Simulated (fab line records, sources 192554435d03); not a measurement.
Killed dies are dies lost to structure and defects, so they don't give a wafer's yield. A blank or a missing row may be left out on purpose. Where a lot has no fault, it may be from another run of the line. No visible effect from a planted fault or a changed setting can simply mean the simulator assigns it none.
Matching of chambers | flow n5_finfet | rie_diel-02 running N5_BEOL_M10_ETCH_61: 3 sister chambers
The step etches SiARC in CF4, target depth 39 nm, time 65 s. 6 wafers are shown with their chamber, then 7 later ones without.

== EACH WAFER AND ITS CHAMBER ==
wafer  | chamber | drypump_motor_current_A (A) | showerhead_plenum_p_Torr (Torr)
L090.3 | 3       | 5.1                         | 2.20
L090.4 | 0       | 5.6                         | 2.18
L092.2 | 1       | 4.7                         | 2.14
L092.5 | 0       | 5.7                         | 2.18
L092.6 | 1       | 4.7                         | 2.14
L095.2 | 3       | 5.1                         | 2.19

== WAFERS WITHOUT THEIR CHAMBER ==
wafer  | drypump_motor_current_A (A) | showerhead_plenum_p_Torr (Torr)
L095.3 | 5.6                         | 2.18
L095.6 | 4.7                         | 2.13
L097.1 | 4.6                         | 2.13
L097.3 | 5.1                         | 2.19
L097.6 | 5.7                         | 2.18
L096.4 | 5.1                         | 2.19
L096.6 | 4.7                         | 2.13

== THE CHAMBER EACH PASSED THROUGH ==
wafer  | from the rows above | in truth
L095.3 | 0                   | 0
L095.6 | 1                   | 1
L097.1 | 1                   | 1
L097.3 | 3                   | 3
L097.6 | 0                   | 0
L096.4 | 3                   | 3
L096.6 | 1                   | 1
Placed correctly: 7 of 7. Can't be placed from these rows: 0. Placed wrongly: 0.
How it was worked out, from the rows above alone: a wafer's distance from a chamber is the root of the sum, over the readings, of the square of ((its reading less the chamber's mean) divided by the reading's scatter). The wafer belongs to the nearest chamber; if the next one is less than 2 further off, it can't be placed. The mean given for a chamber averages the wafers shown for that chamber. The scatter is the square root of a quotient: the sum, over the shown wafers, of each reading's squared deviation from its chamber's mean, divided by wafers minus chambers.
